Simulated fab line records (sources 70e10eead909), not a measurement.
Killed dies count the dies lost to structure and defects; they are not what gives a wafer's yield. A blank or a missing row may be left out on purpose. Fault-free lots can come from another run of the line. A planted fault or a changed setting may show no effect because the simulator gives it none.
Matching of chambers :: flow nand harc :: 4 sister chambers for NHARC_P_BONDPAD_CMP_19 on cmp-04
The step polishes, t overpolish 30 s, cu recess touch 16 s, target thk 160.81 nm. 8 wafers are shown with their chamber, then 9 later ones without.

## EACH WAFER AND ITS CHAMBER
wafer: L085.3
chamber: 2
motor current A (A): 11.0
overpolish run s (s): 29.979

wafer: L085.5
chamber: 3
motor current A (A): 12.9
overpolish run s (s): 30.002

wafer: L084.4
chamber: 0
motor current A (A): 11.5
overpolish run s (s): 29.996

wafer: L084.5
chamber: 0
motor current A (A): 11.2
overpolish run s (s): 29.992

wafer: L084.6
chamber: 1
motor current A (A): 10.3
overpolish run s (s): 30.005

wafer: L088.3
chamber: 1
motor current A (A): 9.8
overpolish run s (s): 30.000

wafer: L088.5
chamber: 2
motor current A (A): 11.8
overpolish run s (s): 30.003

wafer: L088.6
chamber: 3
motor current A (A): 12.5
overpolish run s (s): 29.994

## WAFERS WITHOUT THEIR CHAMBER
wafer: L089.2
motor current A (A): 12.3
overpolish run s (s): 30.016

wafer: L089.3
motor current A (A): 11.2
overpolish run s (s): 29.996

wafer: L089.5
motor current A (A): 11.2
overpolish run s (s): 29.993

wafer: L094.2
motor current A (A): 9.8
overpolish run s (s): 29.989

wafer: L094.3
motor current A (A): 12.5
overpolish run s (s): 29.990

wafer: L094.4
motor current A (A): 11.7
overpolish run s (s): 29.996

wafer: L096.1
motor current A (A): 10.2
overpolish run s (s): 30.008

wafer: L096.5
motor current A (A): 9.9
overpolish run s (s): 30.007

wafer: L096.6
motor current A (A): 11.1
overpolish run s (s): 29.988

## CHAMBER TAKEN BY EACH
wafer: L089.2
from the rows above: can't be placed: 3 or 0 or 2
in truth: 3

wafer: L089.3
from the rows above: can't be placed: 0 or 2
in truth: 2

wafer: L089.5
from the rows above: can't be placed: 0 or 2
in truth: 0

wafer: L094.2
from the rows above: 1
in truth: 1

wafer: L094.3
from the rows above: can't be placed: 3 or 2
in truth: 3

wafer: L094.4
from the rows above: can't be placed: 0 or 2 or 3
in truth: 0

wafer: L096.1
from the rows above: 1
in truth: 1

wafer: L096.5
from the rows above: 1
in truth: 1

wafer: L096.6
from the rows above: can't be placed: 2 or 0
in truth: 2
Correctly placed: 3 of 9. Can't be placed from these rows: 6 (the true chamber is among the candidates in 6). 0 placed wrongly.
How it was worked out, from the rows above alone: a wafer's distance from a chamber is the root of the sum, over the readings, of the square of ((its reading less the chamber's mean) divided by the reading's scatter). The wafer belongs to the nearest chamber; if the next one is less than 2 further off, it can't be placed. A chamber's mean is the mean of its shown wafers. The scatter: take each reading less its chamber's mean, square it, sum over the shown wafers, divide by the number of wafers less the number of chambers, and take the root.
